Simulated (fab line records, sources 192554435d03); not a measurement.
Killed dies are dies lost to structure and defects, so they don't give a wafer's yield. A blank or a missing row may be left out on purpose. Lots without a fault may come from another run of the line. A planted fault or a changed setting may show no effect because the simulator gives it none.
A struck lot beside a sound one | flow n5_finfet | 39 steps out of a route of 1938
Sound: wafers L899.1, L899.3, L899.4. Struck: wafer L891.3. (L891.4 of the same lot was not struck and is left out.) The cause comes at the end.
At each step with rows: each side's tool, then ch and its chambers, then its first start. Under that, the readings that differ: sound wafers | struck wafers | difference of the means | sigmas: that difference in standard deviations of wafers without a fault.
alike: readings whose means differ by less than 2 such deviations, and words and numbers that are the same on both sides. not compared: withheld readings, readings that some wafer has no value for, bounds like >300 that may hide the same value, and numbers for which the record gives no deviation and whose values overlap.
The two part at a step that has a row with sigmas, a row that says differs or no value, or rows on one side only. Numbers that don't overlap but have no deviation are shown without sigmas and don't part them. A reading that every wafer of one side lacks parts them only if that side has two wafers or more.

first, 10 steps without rows for these wafers: N5_FIN_SAQP_HM_DEP_03 (deposits SiNx from SiH4/NH3/N2, target thk 38 nm, time 33.6 s); N5_FIN_SAQP_PECVD_47 (deposits a-Si from SiH4/He, target thk 45 nm, time 36.3 s); N5_FIN_SAQP_PECVD_48 (deposits SiNx from SiH4/NH3/N2, target thk 25 nm, time 22.1 s); N5_FIN_SAQP_PECVD_06 (deposits a-Si from SiH4/He, target thk 60 nm, time 48.1 s); N5_FIN_SAQP_HM_DEP_72 (deposits SiO2 from SiH4/N2O, target thk 12 nm, time 7.2 s); N5_FIN_SAQP_COAT_49 (time 60 s, resist thk 100 nm); N5_FIN_SAQP_COAT_50 (time 60 s, resist thk 35 nm); N5_FIN_SAQP_COAT_10 (resist thk 90 nm); N5_FIN_SAQP_EBR_12; N5_FIN_SAQP_SOFTBAKE_11 (time 60 s).
N5_FIN_SAQP_EXPOSE_13: exposes mask FIN CORE, target cd 35.6 nm.
  sound on arfi_scanner-03 ch 0, day 7 03:58; struck on arfi_scanner-01 ch 0, day 5 06:17
  reading              | sound             | struck | difference | sigmas
  exposure_dose_mJ_cm2 | 63.17 63.19 63.14 | 63.64  | +0.47      | +2
  alike: mask
then, 2 steps without rows for these wafers: N5_FIN_SAQP_PEB_14 (peb time 60 s); N5_FIN_SAQP_DEVELOP_15 (develop time 30 s).
N5_FIN_SAQP_CD_MEAS_16: target cd 35.6 nm.
  sound on cd_sem-01 ch 0, day 7 04:05; struck on cd_sem-02 ch 0, day 5 06:24
  reading    | sound          | struck | difference | sigmas
  cd_nm (nm) | 35.9 35.7 36.0 | 31.1   | -4.8       | -15
then, 23 steps without rows for these wafers: N5_FIN_SAQP_DESCUM_21 (chemistry O2, time 7.9 s); N5_FIN_SAQP_ETCH_51 (etches SiARC in CF4, target depth 45.5 nm, time 75.8 s); N5_FIN_SAQP_ETCH_52 (etches SOC in N2/H2, target depth 100 nm, overetch 20 nm, time 150 s); N5_FIN_SAQP_STRIP_53 (strips in N2/H2); N5_FIN_SAQP_HM_OPEN_73 (chemistry CHF3/O2, target SiO2, stops on a-Si, target depth 12 nm, time 16.8 s); N5_FIN_SAQP_STRIP_74 (strips in CHF3/O2); N5_FIN_SAQP_MANDREL_ETCH_22 (etches a-Si in HBr/Cl2, stops on SiNx, target depth 60 nm, bt time 10 s, time 30 s); N5_FIN_SAQP_STRIP_55 (strips in N2/H2); N5_FIN_SAQP_STRIP_23 (strips in SPM, time 750 s); N5_FIN_SAQP_SRD_66 (time 30 s); N5_FIN_SAQP_RECESS_75 (chemistry HF/NH3, target SiO2, target depth 14.4 nm, afs cycles 3, sublimation time 60 s); N5_FIN_SAQP_SPACER1_ALD_24 (deposits SiO2, target thk 20.3 nm, pulse time 1 s, purge time 2 s); N5_FIN_SAQP_SPACER1_ETCHBACK_25 (etches SiO2 in CHF3/O2, target depth 24.4 nm, time 12.2 s); N5_FIN_SAQP_MANDREL1_REMOVE_56 (chemistry HBr/Cl2/O2, target a-Si, stops on SiNx, bt time 10 s); N5_FIN_SAQP_ETCH_57 (etches SiNx in CH3F/O2, target depth 32.5 nm, time 46.4 s); N5_FIN_SAQP_ETCH_65 (etches SiO2 in CF4, target depth 4 nm, time 4.4 s); N5_FIN_SAQP_MANDREL_ETCH_58 (etches a-Si in HBr/Cl2, stops on SiNx, target depth 45 nm, bt time 10 s, time 27 s); N5_FIN_SAQP_RECESS_63 (chemistry HF/NH3, target SiO2, target depth 18 nm, afs cycles 3, sublimation time 60 s); N5_FIN_SAQP_COAT_68 (time 60 s, resist thk 100 nm); N5_FIN_SAQP_ETCH_69 (etches SOC in N2/H2, stops on SiNx, target depth 150 nm); N5_FIN_SAQP_ETCH_67 (etches SiNx in CH3F/O2, target depth 30 nm); N5_FIN_SAQP_STRIP_70 (strips in N2/H2); N5_FIN_SAQP_RECESS_71 (chemistry HF/NH3, target SiO2, target depth 3 nm, afs cycles 1, sublimation time 60 s).
-- the record jumps here: 7 days lie between the struck wafers' starts before and after (it left off in module FIN_SAQP and takes up again in module BEOL_M4, whose first step shown is number 1111 of the route) --
N5_BEOL_M4_RC_MEAS_101:
  sound on prober-01 ch 0, day 14 05:29; struck on prober-01 ch 0, day 12 11:19
  alike: DIBL_N, DIBL_P, IOFF_N, IOFF_P, ION_N, ION_P, SS_N, SS_P, VT_N, VT_P
-- the record jumps here: 5 days lie between the struck wafers' starts before and after (it left off in module BEOL_M4 and takes up again in module PASSIVATION, whose first step shown is number 1936 of the route) --
N5_PASSIVATION_PROBE_49:
  the record has rows for the struck wafers here (prober-01, day 17 05:14) and none for the sound ones

WHERE THEY PART
First at N5_FIN_SAQP_EXPOSE_13; last, within this record, at N5_PASSIVATION_PROBE_49.

WHY: what the simulator had put in
Process parameter drift: arfi_scanner-01, from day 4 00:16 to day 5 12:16, at N5_FIN_SAQP_EXPOSE_13. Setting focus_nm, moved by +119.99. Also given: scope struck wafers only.
